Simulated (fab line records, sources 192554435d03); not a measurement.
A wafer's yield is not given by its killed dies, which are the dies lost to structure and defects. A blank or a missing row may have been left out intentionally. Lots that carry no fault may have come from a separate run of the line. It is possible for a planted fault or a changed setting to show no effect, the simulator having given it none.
fab line records	flow n5_finfet
record lots=6	wafers=18	last_day=16
route steps=1938 shown BEOL_M11@1553 PASSIVATION@1936
lots that met no fault: from a run of the same line without faults
start_h: hours from the record's first day to the start of the lot's first wafer shown	wait_h: time in hours since the lot's previous step	" same as the row above	L1.1+2: a row that stands for several wafers	- either no value or no given start	* or withheld: withheld	< > ~ a bound
route shown NAME@n: a module of which the file shows steps, and the number in the route of the first	usual: mean/standard deviation of fault-free wafers	same: alike in all rows	chamber/n: place in a boat	sites: each site's reading	_std_site: the standard deviation of these	_edge_site: outer sites' mean less inner sites'	radius_mm: for every site, how far away it sits from the centre of the wafer	mask NAME#n: copy n	behind: the most recent tool/chamber to have shaped the wafer	hold: reason for holding the lot/hours on hold/outcome of the hold	device: the transistor (n, p or np) that didn't switch	end of line: at the end of the route, the tests of the same wafers	step lacking rows: just its recipe	killed: not the wafer's yield, but the dies lost to structure and defects at the first sort	map: dies across one wafer; x = killed, . = not, _ = none there
set.NAME: setting as actually run; set.NAME@STEP: the setting as run at that earlier step	model.NAME: the simulator's own value behind a step, which no gauge read
lots at some steps of the route; a table a step, a row a wafer
services: from which hour (start_h, from the record's first day; less than 0 if before it) a tool's chamber was out of use, for how many hours, and why
## steps
# step N5_BEOL_M11_ETCH_61
# recipe chemistry=CF4	target=SiARC	target_depth_a=390	mask_material=CAR-ArF	time_s=65	ion_energy_ev=80	pressure_mtorr=40	source_w=545	bias_w=36	Ar_flow_sccm=100	cf4_flow_sccm=100	ends=cleared
# usual chamber_pressure_mTorr=40.00/0.041	drypump_motor_current_A=5.7/0.37	etch_rf_on_time_s=65.2/2.1	oes_product_au=0.69/0.063	rf_vpp_V=184.4/1	showerhead_plenum_p_Torr=2.17/0.044	throttle_valve_pct=15.50/0.19
lot.wafer	tool	chamber	start_h	wait_h	chamber_pressure_mTorr	drypump_motor_current_A	etch_rf_on_time_s	oes_product_au	rf_hours_counter_h	rf_vpp_V	showerhead_plenum_p_Torr	throttle_valve_pct
L659.2	rie_diel-04	1	242.36	0.0	39.96	4.9	63.5	0.62	186	185.3	2.18	15.36
L659.3	"	2	"	"	40.00	6.0	63.2	0.80	18	185.5	2.17	15.54
L659.4	"	3	"	"	39.98	6.1	63.1	0.68	129	183.8	2.18	15.37
L661.1	rie_diel-04	3	250.58	0.0	40.02	6.1	63.3	0.67	133	184.9	2.18	15.38
L661.3	"	0	"	"	39.94	5.4	66.5	0.62	196	184.0	2.22	15.75
L661.5	"	3	"	"	40.02	6.1	62.8	0.68	-	182.7	2.18	15.39
L665.2	rie_diel-01	3	283.53	0.0	40.02	6.2	63.8	0.76	34	183.8	2.10	15.21
L665.4	"	3	"	"	40.03	6.2	63.7	0.75	-	183.8	2.10	15.20
L665.5	"	0	"	"	39.98	5.6	63.5	0.80	-	182.9	2.11	15.39
L667.2	rie_diel-04	1	303.41	0.0	40.03	4.9	62.9	0.62	207	185.1	2.18	15.38
L667.5	"	3	"	"	39.97	6.1	63.3	0.67	-	184.7	2.17	15.42
L667.6	"	0	"	"	39.96	5.4	66.7	0.60	-	185.9	2.21	15.78
L671.1	rie_diel-04	2	323.14	0.0	39.98	6.0	64.0	0.75	46	183.0	2.16	15.58
L671.2	"	1	"	"	39.97	4.9	63.5	0.61	213	184.4	2.18	15.40
L671.4	"	0	"	"	40.00	5.4	67.1	0.59	219	184.5	2.21	15.80
L672.2	rie_diel-05	3	328.14	0.0	40.04	5.7	70.7	0.70	45	185.7	2.21	15.21
L672.4	"	2	"	"	40.02	5.7	67.4	0.71	-	185.9	2.16	15.37
L672.6	"	3	"	"	40.10	5.8	70.8	0.70	-	184.1	2.21	15.22
# step N5_BEOL_M11_ETCH_62
# recipe chemistry=N2/H2	target=SOC	target_depth_a=1100	overetch_a=220	mask_material=SiARC	temp_c=40	time_s=165	ion_energy_ev=200	pressure_mtorr=30	source_w=840	bias_w=150	n2_flow_sccm=200	h2_flow_sccm=200
# usual chamber_pressure_mTorr=30.001/0.027	drypump_motor_current_A=5.7/0.37	oes_product_au=0.69/0.061	rf_vpp_V=524.8/1.9	showerhead_plenum_p_Torr=2.57/0.063	throttle_valve_pct=17.62/0.25
lot.wafer	tool	chamber	start_h	wait_h	chamber_pressure_mTorr	drypump_motor_current_A	oes_product_au	rf_hours_counter_h	rf_vpp_V	showerhead_plenum_p_Torr	throttle_valve_pct
L659.2	rie_diel-04	1	242.41	0.0	30.034	5.0	0.62	186	527.7	2.66	17.74
L659.3	"	2	"	"	29.973	6.0	0.77	18	525.8	2.58	17.73
L659.4	"	3	"	"	29.979	6.1	0.67	129	525.3	2.53	17.20
L661.1	rie_diel-04	3	250.63	0.0	30.025	6.1	0.66	133	523.4	2.52	17.20
L661.3	"	0	"	"	30.012	5.4	0.61	196	527.5	2.62	17.74
L661.5	"	3	"	"	29.980	6.1	0.66	-	523.5	2.52	17.20
L665.2	rie_diel-01	3	283.58	0.0	30.008	6.2	0.74	34	520.9	2.50	17.57
L665.4	"	3	"	"	29.968	6.2	0.75	-	521.8	2.50	17.56
L665.5	"	0	"	"	29.982	5.6	0.77	-	523.3	2.48	17.35
L667.2	rie_diel-04	1	303.46	0.0	30.021	5.0	0.59	207	526.5	2.65	17.76
L667.5	"	3	"	"	30.022	6.1	0.66	-	522.0	2.52	17.24
L667.6	"	0	"	"	30.023	5.4	0.60	-	527.1	2.61	17.77
L671.1	rie_diel-04	2	323.19	0.0	30.061	6.0	0.74	46	525.7	2.57	17.77
L671.2	"	1	"	"	30.026	5.0	0.60	213	525.9	2.64	17.79
L671.4	"	0	"	"	29.997	5.4	0.60	219	524.9	2.61	17.78
L672.2	rie_diel-05	3	328.19	0.0	30.001	5.8	0.72	45	524.6	2.57	17.06
L672.4	"	2	"	"	29.937	5.7	0.72	-	524.5	2.56	17.52
L672.6	"	3	"	"	30.035	5.8	0.72	-	525.4	2.57	17.07
# step N5_BEOL_M11_STRIP_68
# recipe chemistry=N2/H2	temp_c=40	n2_flow_sccm=200	h2_flow_sccm=200	rf_frequency_hz=6e+07
# step N5_BEOL_M11_STRIP_67
# recipe chemistry=CF4	resist=SiARC	power_w=300	bias_power_w=75	pressure_mtorr=50	cf4_flow_sccm=150	rf_frequency_hz=6e+07
# usual chamber_pressure_mTorr=50.00/0.049	drypump_motor_current_A=5.7/0.37	oes_product_au=0.81/0.073	power_w=300.1/0.87	rf_vpp_V=271.7/1.3	showerhead_plenum_p_Torr=1.82/0.042	throttle_valve_pct=13.47/0.21
lot.wafer	tool	chamber	start_h	wait_h	chamber_pressure_mTorr	drypump_motor_current_A	oes_product_au	power_w	rf_hours_counter_h	rf_vpp_V	showerhead_plenum_p_Torr	throttle_valve_pct
L659.2	rie_diel-04	1	242.55	0.0	49.93	4.9	0.73	301.7	186	271.6	1.83	13.39
L659.3	"	2	"	"	50.03	6.0	0.92	301.0	18	272.3	1.81	13.44
L659.4	"	3	"	"	49.97	6.1	0.79	300.3	129	271.6	1.82	13.34
L661.1	rie_diel-04	3	250.78	0.0	49.98	6.1	0.79	300.0	133	272.0	1.82	13.36
L661.3	"	0	"	"	50.04	5.4	0.73	301.0	196	272.6	1.86	13.75
L661.5	"	3	"	"	49.98	6.1	0.79	300.4	-	272.7	1.82	13.35
L665.2	rie_diel-01	3	283.72	0.0	49.99	6.3	0.88	300.4	34	271.4	1.74	13.08
L665.4	"	3	"	"	50.02	6.2	0.88	301.0	-	270.7	1.74	13.11
L665.5	"	0	"	"	49.97	5.6	0.92	299.3	-	271.5	1.77	13.36
L667.2	rie_diel-04	1	303.60	0.0	50.00	4.9	0.72	299.7	207	271.0	1.82	13.43
L667.5	"	3	"	"	50.07	6.1	0.77	300.6	-	271.4	1.82	13.39
L667.6	"	0	"	"	50.01	5.4	0.72	300.1	-	273.6	1.85	13.79
L671.1	rie_diel-04	2	323.34	0.0	49.98	6.0	0.87	301.1	46	272.5	1.80	13.53
L671.2	"	1	"	"	50.04	5.0	0.70	300.2	213	271.6	1.82	13.45
L671.4	"	0	"	"	50.04	5.4	0.71	302.7	219	272.0	1.85	13.80
L672.2	rie_diel-05	3	328.34	0.0	49.93	5.8	0.85	299.4	45	270.9	1.85	13.16
L672.4	"	2	"	"	50.08	5.7	0.85	298.7	-	271.4	1.82	13.38
L672.6	"	3	"	"	49.97	5.8	0.85	300.1	-	272.8	1.85	13.15
# step N5_BEOL_M11_HM_OPEN_17
# recipe chemistry=Cl2/BCl3	target_depth_a=200	overetch_a=60	target=TiN	mask_material=SOC	ion_energy_ev=150	pressure_mtorr=10	icp_w=1000	bias_w=126	Cl2_flow_sccm=53.25	bcl3_flow_sccm=21.75	Ar_flow_sccm=25
# usual chamber_pressure_mTorr=10.000/0.012	drypump_motor_current_A=5.83/0.29	oes_product_au=0.69/0.074	throttle_valve_pct=22.29/0.18
lot.wafer	tool	chamber	start_h	wait_h	chamber_pressure_mTorr	drypump_motor_current_A	oes_product_au	rf_hours_counter_h	throttle_valve_pct
L659.2	rie_metal-03	0	242.59	0.0	9.998	6.00	0.58	87	22.54
L659.3	"	0	"	"	9.992	6.00	0.60	-	22.52
L659.4	"	1	"	"	9.990	6.03	0.76	-	22.08
L661.1	rie_metal-01	0	250.82	0.0	10.001	5.60	0.78	8	22.29
L661.3	"	1	"	"	9.988	5.86	0.72	-	22.25
L661.5	"	1	"	"	10.000	5.85	0.71	-	22.25
L665.2	rie_metal-01	1	283.76	0.0	10.005	5.84	0.70	29	22.27
L665.4	"	0	"	"	10.012	5.63	0.75	-	22.32
L665.5	"	0	"	"	10.007	5.60	0.75	-	22.32
L667.2	rie_metal-01	1	303.64	0.0	9.997	5.86	0.70	30	22.25
L667.5	"	0	"	"	9.994	5.60	0.75	-	22.31
L667.6	"	1	"	"	10.003	5.86	0.69	-	22.26
L671.1	rie_metal-03	0	323.38	0.0	10.028	6.01	0.59	94	22.53
L671.2	"	1	"	"	9.998	6.00	0.74	22	22.05
L671.4	"	0	"	"	9.999	6.05	0.59	-	22.50
L672.2	rie_metal-01	0	328.38	0.0	10.003	5.64	0.73	16	22.33
L672.4	"	1	"	"	10.002	5.85	0.68	-	22.28
L672.6	"	1	"	"	10.001	5.85	0.68	-	22.29
# step N5_BEOL_M11_STRIP_19
# recipe chemistry=O2	power_w=400	temp_c=40	pressure_mtorr=30	rf_frequency_hz=6e+07	bias_power_w=0	overash_fraction=0.2	o2_flow_sccm=225
# usual chamber_pressure_mTorr=30.00/0.031	drypump_motor_current_A=5.7/0.37	oes_product_au=0.82/0.072	rf_vpp_V=3.6/0.55	showerhead_plenum_p_Torr=2.13/0.046	throttle_valve_pct=16.53/0.23
lot.wafer	tool	chamber	start_h	wait_h	chamber_pressure_mTorr	drypump_motor_current_A	oes_product_au	rf_hours_counter_h	rf_vpp_V	showerhead_plenum_p_Torr	throttle_valve_pct
L659.2	rie_diel-05	2	242.74	0.1	30.00	5.7	0.89	43	4.4	2.12	16.33
L659.3	"	1	"	"	30.05	5.6	0.85	64	3.5	2.13	16.51
L659.4	"	0	"	"	30.11	5.0	0.69	233	4.1	2.16	16.64
L661.1	rie_diel-04	2	250.93	0.1	29.96	6.0	0.93	22	3.7	2.14	16.72
L661.3	"	0	"	"	30.04	5.5	0.73	196	3.1	2.14	16.65
L661.5	"	0	"	"	30.02	5.4	0.74	-	3.3	2.14	16.66
L665.2	rie_diel-05	2	283.87	0.1	30.01	5.7	0.88	51	3.6	2.12	16.36
L665.4	"	0	"	"	30.01	5.0	0.69	241	3.4	2.16	16.67
L665.5	"	0	"	"	29.96	5.0	0.68	-	4.3	2.16	16.67
L667.2	rie_diel-01	1	303.95	0.3	29.97	5.7	0.80	98	3.7	2.21	16.73
L667.5	"	1	"	"	30.03	5.7	0.80	-	3.3	2.21	16.74
L667.6	"	0	"	"	30.05	5.6	0.89	-	3.7	2.05	16.37
L671.1	rie_diel-04	2	323.56	0.2	29.99	6.0	0.87	46	4.4	2.14	16.75
L671.2	"	0	"	"	30.00	5.4	0.71	219	3.5	2.14	16.68
L671.4	"	1	"	"	30.03	4.9	0.71	213	3.8	2.14	16.46
L672.2	rie_diel-05	3	328.52	0.1	30.03	5.8	0.83	45	2.7	2.12	16.03
L672.4	"	1	"	"	30.02	5.6	0.81	-	4.5	2.12	16.56
L672.6	"	3	"	"	30.01	5.8	0.82	-	3.9	2.12	16.05
# step N5_BEOL_M11_CD_MEAS_18
# recipe pitch_nm=140	target_cd_nm=70
# usual cd_nm=70.3/0.75
lot.wafer	tool	chamber	start_h	wait_h	cd_nm
L659.2	cd_sem-01	-	242.81	0.1	70.1
L659.3	"	-	"	"	70.7
L659.4	"	-	"	"	70.3
L661.1	cd_sem-01	-	251.00	0.0	71.8
L661.3	"	-	"	"	69.6
L661.5	"	-	"	"	70.1
L665.2	cd_sem-02	-	283.95	0.1	70.7
L665.4	"	-	"	"	70.7
L665.5	"	-	"	"	72.2
L667.2	cd_sem-01	-	304.02	0.1	70.0
L667.5	"	-	"	"	70.5
L667.6	"	-	"	"	69.6
L671.1	cd_sem-03	-	323.63	0.0	69.2
L671.2	"	-	"	"	69.2
L671.4	"	-	"	"	67.6
L672.2	cd_sem-01	-	328.59	0.1	70.6
L672.4	"	-	"	"	70.2
L672.6	"	-	"	"	70.6
# step N5_BEOL_M11_COAT_63
# recipe resist=SOC	temp_c=250	time_s=60	spin_rpm=1500	resist_thk_nm=100
# step N5_BEOL_M11_COAT_64
# recipe resist=SiARC	temp_c=220	time_s=60	spin_rpm=1500	resist_thk_nm=30
# step N5_BEOL_M11_COAT_22
# recipe resist=CAR-ArF	spin_rpm=1500	resist_thk_nm=90
# step N5_BEOL_M11_EBR_24
# recipe solvent=PGMEA	ebr_width_mm=1.5
# step N5_BEOL_M11_SOFTBAKE_23
# recipe temp_c=110	time_s=60	resist=CAR-ArF
# step N5_BEOL_M11_EXPOSE_25
# recipe mask_id=V10	na=1.35	source_shape=annular	sigma_inner=0.5	sigma_outer=0.8	polarization=unpolarized	dose_mj=85.5
# usual exposure_dose_mJ_cm2=85.44/0.08	focus_offset_nm=0.0/0.49
# same sigma_inner=0.5
lot.wafer	tool	chamber	start_h	wait_h	mask	exposure_dose_mJ_cm2	focus_offset_nm
L659.2	arfi_scanner-01	0	244.23	-	V10#0	85.48	0.0
L659.3	"	0	"	"	V10#0	85.47	-0.4
L659.4	"	0	"	"	V10#0	85.32	0.0
L661.1	arfi_scanner-01	0	252.95	-	V10#0	85.46	-0.3
L661.3	"	0	"	"	V10#0	85.42	0.2
L661.5	"	0	"	"	V10#0	85.48	0.0
L665.2	arfi_scanner-01	0	285.49	-	V10#0	79.46	-0.9
L665.4	"	0	"	"	V10#0	79.52	-0.5
L665.5	"	0	"	"	V10#0	79.43	-0.1
L667.2	arfi_scanner-01	0	306.61	-	V10#0	80.56	-0.2
L667.5	"	0	"	"	V10#0	80.61	0.4
L667.6	"	0	"	"	V10#0	80.49	0.3
L671.1	arfi_scanner-03	0	323.82	-	V10#0	85.45	0.6
L671.2	"	0	"	"	V10#0	85.46	0.4
L671.4	"	0	"	"	V10#0	85.44	0.0
L672.2	arfi_scanner-03	0	328.84	-	V10#0	85.31	-0.3
L672.4	"	0	"	"	V10#0	85.34	-0.3
L672.6	"	0	"	"	V10#0	85.36	0.2
# step N5_BEOL_M11_PEB_26
# recipe peb_temp_c=withheld	peb_time_s=60	resist=CAR-ArF
# step N5_BEOL_M11_DEVELOP_27
# recipe develop_time_s=30	developer=TMAH	resist=CAR-ArF	rinse_liquid=diw	dry=air_spin	dev_temp_c=23
# step N5_BEOL_M11_CD_MEAS_28
# recipe target_cd_nm=70	landing_energy_ev=500	detector=se_inlens	polarity=opening
# usual cd_nm=70.5/1.2
lot.wafer	tool	chamber	start_h	wait_h	cd_nm
L659.2	cd_sem-02	0	244.36	-	69.9
L659.3	"	0	"	"	70.2
L659.4	"	0	"	"	71.6
L661.1	cd_sem-02	0	253.08	-	69.3
L661.3	"	0	"	"	71.4
L661.5	"	0	"	"	69.3
L665.2	cd_sem-01	0	285.62	-	64.6
L665.4	"	0	"	"	64.3
L665.5	"	0	"	"	64.6
L667.2	cd_sem-02	0	306.74	-	64.7
L667.5	"	0	"	"	64.8
L667.6	"	0	"	"	64.2
L671.1	cd_sem-02	0	323.95	-	70.6
L671.2	"	0	"	"	71.8
L671.4	"	0	"	"	71.1
L672.2	cd_sem-01	0	328.97	-	70.2
L672.4	"	0	"	"	70.2
L672.6	"	0	"	"	70.8
# step N5_BEOL_M11_OVL_MEAS_29
# recipe points_per_wafer=44
# usual V10_OVL=-0.5/0.58
lot.wafer	tool	chamber	start_h	wait_h	V10_OVL[nm]
L659.2	overlay-01	0	244.39	0.0	-0.5
L659.3	"	0	"	"	-1.3
L659.4	"	0	"	"	-0.3
L661.1	overlay-01	0	253.11	0.0	-0.8
L661.3	"	0	"	"	-1.7
L661.5	"	0	"	"	-0.6
L665.2	overlay-02	0	285.64	0.0	-1.0
L665.4	"	0	"	"	-0.7
L665.5	"	0	"	"	-0.1
L667.2	overlay-01	0	306.77	0.0	-0.1
L667.5	"	0	"	"	0.8
L667.6	"	0	"	"	-0.5
L671.1	overlay-01	0	323.98	0.0	-0.4
L671.2	"	0	"	"	-0.6
L671.4	"	0	"	"	-0.5
L672.2	overlay-01	0	329.00	0.0	0.9
L672.4	"	0	"	"	-0.3
L672.6	"	0	"	"	-0.1
# step N5_PASSIVATION_PROBE_49
# usual defect_limited_yield=91.4/1.4	killed_at_M0_to_M3=34/8.9	killed_at_M4_up=13/4.6	killed_at_contacts=12/5.5	killed_at_front_end=41/11	killed_at_other=3.1/2.9	killed_dies=102/16	killed_open=66/11	killed_short=34/7.6	sort_bin_4_leakage=0.01/0.14	sort_bin_5_function=5.1/0.89	sort_bin_6_memory=3.2/0.61	sort_bin_8_speed=0.02/0.12	sort_n_pass=1078/16	sort_yield_pct=91.3/1.4
# same gross_dies=1180	killed_at_back_side=0
lot.wafer	tool	chamber	start_h	wait_h	defect_limited_yield[%]	killed_at_M0_to_M3	killed_at_M4_up	killed_at_contacts	killed_at_front_end	killed_at_other	killed_dies	killed_open	killed_short	sort_bin_4_leakage[%]	sort_bin_5_function[%]	sort_bin_6_memory[%]	sort_bin_8_speed[%]	sort_n_pass	sort_yield_pct[%]
L665.2	prober-02	-	330.00	0.1	91.9	24	15	11	35	10	95	55	36	0	5.1	2.9	0.17	1083	91.8
L667.2	prober-01	-	346.67	0.1	92.2	24	13	23	30	2	92	63	28	0	4.7	2.6	0	1088	92.2
L667.5	prober-01	-	346.82	0.2	89.4	35	17	14	55	4	125	73	41	0	5.7	3.6	0	1055	89.4
L667.6	prober-01	-	346.87	0.3	90.7	25	16	12	55	2	110	75	30	0	5.5	3.5	0	1070	90.7
# killed by level:class
L665.2 MOL_CONTACT_COAG:geometric_particle:open=8 GATE_CUT:geometric_particle:open=7 BEOL_M0_SAQP:geometric_particle:short=7 FIN_SAQP:geometric_particle:short=6 FIN_SAQP:geometric_particle:open=5 BEOL_M0_SAQP:geometric_particle:open=5 BEOL_M1:geometric_particle:open=4 BEOL_M4:geometric_particle:open=4
L667.2 MOL_CONTACT_COAG:geometric_particle:open=19 STI_FIN_REVEAL:geometric_particle:open=7 BEOL_M0_SAQP:geometric_particle:short=7 BEOL_M4:geometric_particle:open=7 FIN_SAQP:geometric_particle:open=5 FIN_SAQP:geometric_particle:short=4 MOL_CONTACT_COAG:geometric_particle:short=4 BEOL_M0_SAQP:geometric_particle:open=4
L667.5 FIN_SAQP:geometric_particle:open=14 BEOL_M0_SAQP:geometric_particle:open=13 MOL_CONTACT_COAG:geometric_particle:open=12 FIN_SAQP:geometric_particle:short=10 HKMG_FIN:area_etch=10 BEOL_M1:geometric_particle:short=7 BEOL_M0_SAQP:geometric_particle:short=5 STI_FIN_REVEAL:geometric_particle:open=4
L667.6 FIN_SAQP:geometric_particle:open=15 STI_FIN_REVEAL:geometric_particle:open=13 MOL_CONTACT_COAG:geometric_particle:open=11 FIN_SAQP:geometric_particle:short=9 BEOL_M0_SAQP:geometric_particle:open=8 BEOL_M4:geometric_particle:open=7 BEOL_M0_SAQP:geometric_particle:short=5 STI_FIN_REVEAL:geometric_particle:short=4
## services
tool	chamber	start_h	hours	kind
arfi_scanner-03	-	223.09	0.8	pm
rie_diel-01	0	229.39	-	clean
rie_diel-01	0	229.39	-	consumable_replace:focus_ring
rie_diel-01	0	229.39	20.3	scheduled_down
rie_diel-01	0	229.39	20.3	vent_cycle
rie_diel-05	0	231.27	1.3	repair
arfi_scanner-03	-	231.30	1.0	pm
rie_diel-01	2	241.99	4.6	repair
arfi_scanner-01	-	245.42	3.1	pm
rie_metal-03	-	259.59	0.7	repair
rie_metal-03	0	260.65	6.9	repair
rie_metal-01	0	269.93	3.0	repair
arfi_scanner-03	-	272.69	1.0	pm
arfi_scanner-01	-	278.25	1.0	pm
rie_diel-01	2	279.08	5.3	repair
rie_metal-03	-	291.48	2.8	pm
rie_diel-05	0	301.90	5.6	repair
arfi_scanner-03	-	310.73	1.3	pm
arfi_scanner-01	-	319.14	1.3	pm
rie_diel-05	0	319.78	-	clean
rie_diel-05	0	319.78	-	consumable_replace:focus_ring
rie_diel-05	0	319.78	18.1	scheduled_down
rie_diel-05	0	319.78	18.1	vent_cycle
## key
first_sign step=N5_BEOL_M11_EXPOSE_25	reading=exposure_dose_mJ_cm2	direction=down	sigmas=68	usual=85.44	struck=80.01
effect step=N5_BEOL_M11_CD_MEAS_28	reading=cd_nm	direction=down	sigmas=5.1	usual=70.5	struck=64.5	through=control_loop
met_at N5_BEOL_M11_EXPOSE_25
struck_wafers L665.2,L665.4,L665.5,L667.2,L667.5,L667.6
loop_trim step=N5_BEOL_M11_EXPOSE_25	setting=dose	lots=L667
onset_between 252.95 285.49
fault kind=process_parameter_drift	tool=arfi_scanner-01	chamber=-	onset_h=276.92	steps=N5_BEOL_M11_EXPOSE_25	channel=dose_mj	offset=-6.0279	shape=step	acts_in=these_recipes_only	stated=85.5
# loop_trim: a control loop set the setting to another value than it would have without faults
